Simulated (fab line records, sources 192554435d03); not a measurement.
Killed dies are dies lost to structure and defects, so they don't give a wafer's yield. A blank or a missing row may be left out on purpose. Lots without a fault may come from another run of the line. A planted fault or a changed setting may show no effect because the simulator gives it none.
A struck lot beside a sound one | flow n5_finfet | 21 steps out of a route of 1938
Sound: wafers L810.3, L810.4, L810.6. Struck: wafers L814.2, L814.5, L814.6. The cause comes at the end.
At each step with rows: each side's tool, then ch and its chambers, then its first start. Under that, the readings that differ: sound wafers | struck wafers | difference of the means | sigmas: that difference in standard deviations of wafers without a fault.
alike: readings whose means differ by less than 2 such deviations, and words and numbers that are the same on both sides. not compared: withheld readings, readings that some wafer has no value for, bounds like >300 that may hide the same value, and numbers for which the record gives no deviation and whose values overlap.
The two part at a step that has a row with sigmas, a row that says differs or no value, or rows on one side only. Numbers that don't overlap but have no deviation are shown without sigmas and don't part them. A reading that every wafer of one side lacks parts them only if that side has two wafers or more.

N5_BEOL_M4_DEP_57: deposits SiCN from 3MS/NH3, target thk 8 nm, time 14 s.
  sound on pecvd-02 ch 0,2, day 9 08:07; struck on pecvd-02 ch 0,2, day 10 13:35
  alike: showerhead_plenum_p_Torr, throttle_valve_pct
N5_BEOL_M4_RS_MEAS_58: measures by four-point-probe.
  sound on film_metro-02, day 9 08:11; struck on film_metro-02, day 10 13:38
  alike: M4_RS
N5_BEOL_M4_RC_MEAS_101:
  sound on prober-02 ch 0, day 9 08:33; struck on prober-01 ch 0, day 10 13:51
  alike: DIBL_N, DIBL_P, IOFF_N, IOFF_P, ION_N, ION_P, SS_N, SS_P, VT_N, VT_P
N5_BEOL_M5_ILD_DEP_00: deposits SiCOH lowk from DEMS/porogen, target thk 140.64 nm, time 25.9 s.
  sound on pecvd-01 ch 0,1,2, day 9 09:12; struck on pecvd-01 ch 0,1, day 10 14:40
  alike: heater_power_w, showerhead_plenum_p_Torr, throttle_valve_pct
then, 1 step without rows for these wafers: N5_BEOL_M5_CURE_79 (cures SiCOH lowk, time 240 s).
N5_BEOL_M5_THK_MEAS_01:
  sound on film_metro-02, day 9 09:46; struck on film_metro-01, day 10 15:17
  alike: M5_ILD_THK
N5_BEOL_M5_PECVD_70: deposits SiO2 from TEOS/O2, target thk 16 nm, time 18 s.
  sound on pecvd-02 ch 0,1,2, day 9 09:49; struck on pecvd-02 ch 0,1,2, day 10 15:19
  alike: heater_power_w, showerhead_plenum_p_Torr, throttle_valve_pct
N5_BEOL_M5_HM_DEP_02: deposits TiN, target thk 20 nm.
  sound on pvd_sputter-02, day 9 10:40; struck on pvd_sputter-01, day 10 17:22
  alike: throttle_valve_pct
then, 3 steps without rows for these wafers: N5_BEOL_M5_COAT_59 (time 60 s, resist thk 60 nm); N5_BEOL_M5_COAT_60 (time 60 s, resist thk 12 nm); N5_BEOL_M5_COAT_71 (time 60 s, resist thk 5 nm).
N5_BEOL_M5_COAT_05: resist thk 30 nm.
  sound on litho_track-01 ch 0, day 9 10:49; struck on litho_track-05 ch 0, day 10 17:31
  reading                                      | sound                | struck               | difference | sigmas
  spin_speed_rpm (rpm)                         | 1500.0 1499.2 1500.8 | 1467.7 1466.9 1467.0 | -32.8      | -34
  model.CAR-EUV_of_BEOL_M5_COAT_05.thk_nm (nm) | 30 30 30             | 30.4 30.6 30.6       | +0.5       |
  alike: resist_line_temp_C
then, 5 steps without rows for these wafers: N5_BEOL_M5_EBR_07; N5_BEOL_M5_SOFTBAKE_06 (time 60 s); N5_BEOL_M5_EXPOSE_08 (exposes mask M5, target cd 28 nm); N5_BEOL_M5_PEB_09 (peb time 60 s); N5_BEOL_M5_DEVELOP_10 (develop time 30 s).
N5_BEOL_M5_CD_MEAS_11: target cd 27.74 nm.
  sound on cd_sem-02 ch 0, day 9 11:04; struck on cd_sem-02 ch 0, day 10 17:54
  alike: cd_nm
N5_BEOL_M5_OVL_MEAS_12:
  sound on overlay-01 ch 0, day 9 11:07; struck on overlay-01 ch 0, day 10 17:56
  alike: M5_OVL
N5_BEOL_M5_DESCUM_16: chemistry O2, time 7 s.
  sound on rie_diel-03 ch 1,3, day 9 11:13; struck on rie_diel-03 ch 1,2,3, day 10 18:02
  reading                                      | sound        | struck         | difference | sigmas
  model.CAR-EUV_of_BEOL_M5_COAT_05.thk_nm (nm) | 26 26.2 26.2 | 26.6 26.6 26.6 | +0.5       |
  alike: drypump_motor_current_A, oes_product_au, rf_vpp_V, showerhead_plenum_p_Torr, throttle_valve_pct
  not compared: rf_hours_counter_h
N5_BEOL_M5_ETCH_72: etches underlayer in N2/H2, target depth 6.5 nm, time 5.2 s.
  sound on rie_diel-03 ch 1,3, day 9 11:15; struck on rie_diel-03 ch 1,2,3, day 10 18:04
  alike: drypump_motor_current_A, etch_rf_on_time_s, oes_product_au, rf_vpp_V, showerhead_plenum_p_Torr, throttle_valve_pct
  not compared: rf_hours_counter_h

WHERE THEY PART
Only at N5_BEOL_M5_COAT_05, within this record. Later steps at which nothing parts them and some readings are alike: N5_BEOL_M5_CD_MEAS_11, N5_BEOL_M5_OVL_MEAS_12, N5_BEOL_M5_DESCUM_16, N5_BEOL_M5_ETCH_72.

WHY: what the simulator had put in
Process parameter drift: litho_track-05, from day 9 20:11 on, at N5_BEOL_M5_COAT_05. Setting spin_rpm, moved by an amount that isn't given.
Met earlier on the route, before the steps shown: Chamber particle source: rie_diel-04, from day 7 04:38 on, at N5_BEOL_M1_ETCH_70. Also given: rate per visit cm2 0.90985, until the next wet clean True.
